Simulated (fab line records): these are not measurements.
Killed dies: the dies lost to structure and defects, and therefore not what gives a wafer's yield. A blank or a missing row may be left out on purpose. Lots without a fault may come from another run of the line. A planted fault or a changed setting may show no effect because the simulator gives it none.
Matching of chambers || flow nand-harc || NHARC_P_M0_PRE_CLEAN_31 on pecvd-03 has 3 sister chambers
The step time 12 s. 24 wafers are shown with their chamber, then 12 later ones without.

## WAFERS PAIRED WITH THEIR CHAMBERS
{"wafer": "L075.2", "chamber": 1, "heater-power-w (W)": 793}
{"wafer": "L075.3", "chamber": 2, "heater-power-w (W)": 570}
{"wafer": "L075.5", "chamber": 1, "heater-power-w (W)": 756}
{"wafer": "L080.1", "chamber": 2, "heater-power-w (W)": 568}
{"wafer": "L080.2", "chamber": 1, "heater-power-w (W)": 673}
{"wafer": "L080.4", "chamber": 0, "heater-power-w (W)": 618}
{"wafer": "L081.3", "chamber": 0, "heater-power-w (W)": 652}
{"wafer": "L081.5", "chamber": 2, "heater-power-w (W)": 606}
{"wafer": "L081.6", "chamber": 1, "heater-power-w (W)": 719}
{"wafer": "L082.1", "chamber": 1, "heater-power-w (W)": 775}
{"wafer": "L082.4", "chamber": 0, "heater-power-w (W)": 579}
{"wafer": "L082.5", "chamber": 1, "heater-power-w (W)": 762}
{"wafer": "L082.2", "chamber": 0, "heater-power-w (W)": 591}
{"wafer": "L082.3", "chamber": 2, "heater-power-w (W)": 559}
{"wafer": "L082.6", "chamber": 2, "heater-power-w (W)": 565}
{"wafer": "L086.1", "chamber": 2, "heater-power-w (W)": 619}
{"wafer": "L086.2", "chamber": 0, "heater-power-w (W)": 674}
{"wafer": "L086.3", "chamber": 1, "heater-power-w (W)": 657}
{"wafer": "L089.2", "chamber": 2, "heater-power-w (W)": 493}
{"wafer": "L089.3", "chamber": 0, "heater-power-w (W)": 695}
{"wafer": "L089.5", "chamber": 2, "heater-power-w (W)": 507}
{"wafer": "L091.1", "chamber": 0, "heater-power-w (W)": 645}
{"wafer": "L091.3", "chamber": 1, "heater-power-w (W)": 710}
{"wafer": "L091.4", "chamber": 1, "heater-power-w (W)": 719}

SIGNATURES (means of the wafers above)
{"reading": "heater-power-w", "chamber 0": 636.29, "chamber 1": 729.33, "chamber 2": 560.88, "scatter within a chamber": 44.1}
Rule: for a wafer and a chamber, the distance is found by dividing, reading by reading, the gap between the wafer's reading and the chamber's mean by the reading's scatter, squaring, summing and taking the root. The wafer belongs to the nearest chamber; if the next one is less than 2 further off, it can't be placed. The scatter is the square root of a quotient: the sum, over the shown wafers, of each reading's squared deviation from its chamber's mean, divided by wafers minus chambers.

## WAFERS WITH NO CHAMBER GIVEN
{"wafer": "L090.2", "heater-power-w (W)": 701}
{"wafer": "L090.3", "heater-power-w (W)": 701}
{"wafer": "L090.6", "heater-power-w (W)": 703}
{"wafer": "L090.1", "heater-power-w (W)": 604}
{"wafer": "L090.4", "heater-power-w (W)": 701}
{"wafer": "L090.5", "heater-power-w (W)": 603}
{"wafer": "L095.3", "heater-power-w (W)": 670}
{"wafer": "L095.5", "heater-power-w (W)": 676}
{"wafer": "L095.6", "heater-power-w (W)": 654}
{"wafer": "L096.1", "heater-power-w (W)": 621}
{"wafer": "L096.5", "heater-power-w (W)": 771}
{"wafer": "L096.6", "heater-power-w (W)": 618}

## CHAMBER TAKEN BY EACH
{"wafer": "L090.2", "from the rows above": "can't be placed: 1 or 0", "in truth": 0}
{"wafer": "L090.3", "from the rows above": "can't be placed: 1 or 0", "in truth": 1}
{"wafer": "L090.6", "from the rows above": "can't be placed: 1 or 0", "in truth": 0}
{"wafer": "L090.1", "from the rows above": "can't be placed: 0 or 2", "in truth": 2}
{"wafer": "L090.4", "from the rows above": "can't be placed: 1 or 0", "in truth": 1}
{"wafer": "L090.5", "from the rows above": "can't be placed: 0 or 2", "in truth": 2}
{"wafer": "L095.3", "from the rows above": "can't be placed: 0 or 1 or 2", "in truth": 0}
{"wafer": "L095.5", "from the rows above": "can't be placed: 0 or 1 or 2", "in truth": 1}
{"wafer": "L095.6", "from the rows above": "can't be placed: 0 or 1 or 2", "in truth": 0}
{"wafer": "L096.1", "from the rows above": "can't be placed: 0 or 2", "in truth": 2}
{"wafer": "L096.5", "from the rows above": 1, "in truth": 1}
{"wafer": "L096.6", "from the rows above": "can't be placed: 0 or 2", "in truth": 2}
Placed correctly: 1 of 12. Cannot be placed on the basis of these rows: 11; the candidates contain the true chamber in 11. 0 placed wrongly.
